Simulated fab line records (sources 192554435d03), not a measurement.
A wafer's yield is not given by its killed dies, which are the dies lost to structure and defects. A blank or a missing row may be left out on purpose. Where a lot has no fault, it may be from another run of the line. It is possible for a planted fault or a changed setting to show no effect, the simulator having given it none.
A single fault, viewed from 2 desks | flow n5 finfet | numbers are kept per desk, each desk with only its own; the story behind them comes last

AT THE METROLOGY DESK
What the gauges read for every lot (on any tool): the sampled wafers with a number, averaged. If a lot's mean is further than 4 standard deviations from the usual mean, the lot is out of limits and carries the mark OUT (the distance appears in the brackets).
Columns: A = cd nm at N5_STI_FIN_REVEAL_CD_MEAS_22, usual 6.23 nm
lot  | first seen here | A
L240 | day 2 19:44     | 5.96
L242 | day 3 08:05     | 6.15
L243 | day 3 16:52     | 6.06
L244 | day 3 22:24     | 6.55
L253 | day 6 04:12     | 6.38
L257 | day 7 02:56     | 6.22
L258 | day 7 07:55     | 6.09
L259 | day 7 13:44     | 6.18
L260 | day 7 19:20     | 6.64
L262 | day 8 07:04     | 6.14
Result from this desk: across the 10 lots, nothing is out of limits.

FOR THE TOOL OWNER'S DESK: plasma asher-02
The tool's own readings at N5_STI_FIN_REVEAL_OXIDATION_31 (chemistry O2 PLASMA REMOTE, time 20 s): means of the sampled wafers that have a number, for each lot that ran on this tool. If a lot's mean is further than 4 standard deviations from the usual mean, the lot is out of limits and carries the mark OUT (the distance appears in the brackets).
Columns: A = drypump motor current A at N5_STI_FIN_REVEAL_OXIDATION_31, usual 5.43 A; B = heater power w at N5_STI_FIN_REVEAL_OXIDATION_31, usual 144 W
lot  | first seen here | A    | B
L242 | day 3 07:35     | 5.42 | 146
L243 | day 3 16:20     | 5.44 | 146
L244 | day 3 21:50     | 5.39 | 145
L260 | day 7 18:47     | 5.43 | 147
L262 | day 8 06:32     | 5.40 | 146
Result from this desk: across the 5 lots, nothing is out of limits.

BROUGHT TOGETHER
Nothing out of limits was seen by the metrology desk.
The tool owner's desk saw nothing out of limits.

WHAT HAD BEEN PUT IN BY THE SIMULATOR
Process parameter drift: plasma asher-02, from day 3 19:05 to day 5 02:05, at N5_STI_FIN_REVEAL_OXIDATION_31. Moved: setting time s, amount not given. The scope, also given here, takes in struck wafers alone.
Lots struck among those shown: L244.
